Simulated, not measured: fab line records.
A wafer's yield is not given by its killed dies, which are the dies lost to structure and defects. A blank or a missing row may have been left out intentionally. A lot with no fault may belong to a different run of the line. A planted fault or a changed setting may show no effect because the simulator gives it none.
The same fault as seen by 2 desks :: flow n5Finfet :: every desk sees just its own numbers, and what lay behind them comes last

== THE TOOL OWNER'S DESK: pecvd-01 ==
The tool's own readings at N5_BEOL_M5_DEP_56 (deposits SiCN from 3MS/NH3, target thk 8 nm, time 14 s): means of the sampled wafers that have a number, for each lot that ran on this tool. The brackets show how far a lot's mean lies from the usual mean; more than 4 standard deviations puts the lot out of limits, marked OUT.
Columns: A = showerheadPlenumPTorr at N5_BEOL_M5_DEP_56, usual 3.664 Torr; B = throttleValvePct at N5_BEOL_M5_DEP_56, usual 9.1 %
lot: L754
first seen here: day 10 02:53
A: 3.671
B: 8.9

lot: L757
first seen here: day 10 07:55
A: 3.666
B: 8.9

lot: L758
first seen here: day 10 11:02
A: 3.670
B: 8.9

lot: L768
first seen here: day 13 06:20
A: 3.662
B: 9.0

lot: L771
first seen here: day 14 13:14
A: 3.668
B: 9.1
Result from this desk: across the 5 lots, nothing is out of limits.

== AT THE METROLOGY DESK ==
Lot by lot, what the gauges showed, no matter which tool ran the lot: averages of those sampled wafers that carry a number. The brackets show how far a lot's mean lies from the usual mean; more than 4 standard deviations puts the lot out of limits, marked OUT.
Columns: A = M5_THK at N5_BEOL_M5_THK_MEAS_53, usual 62.6 nm; B = M5_RS at N5_BEOL_M5_RS_MEAS_57, usual 0.387 ohm/sq
lot: L752
first seen here: day 9 01:40
A: 63.0
B: 0.381

lot: L754
first seen here: day 10 02:42
A: 60.4
B: 0.403

lot: L757
first seen here: day 10 07:43
A: 61.4
B: 0.394

lot: L758
first seen here: day 10 10:49
A: 61.5
B: 0.397

lot: L768
first seen here: day 13 06:07
A: 64.2
B: 0.372

lot: L771
first seen here: day 14 13:01
A: 62.7
B: 0.389

lot: L775
first seen here: day 14 20:54
A: 61.6
B: 0.393
Result from this desk: across the 7 lots, nothing is out of limits.

== BROUGHT TOGETHER ==
Nothing out of limits was seen by the tool owner's desk.
Metrology desk: nothing out of limits seen.

== WHAT HAD BEEN PUT IN BY THE SIMULATOR ==
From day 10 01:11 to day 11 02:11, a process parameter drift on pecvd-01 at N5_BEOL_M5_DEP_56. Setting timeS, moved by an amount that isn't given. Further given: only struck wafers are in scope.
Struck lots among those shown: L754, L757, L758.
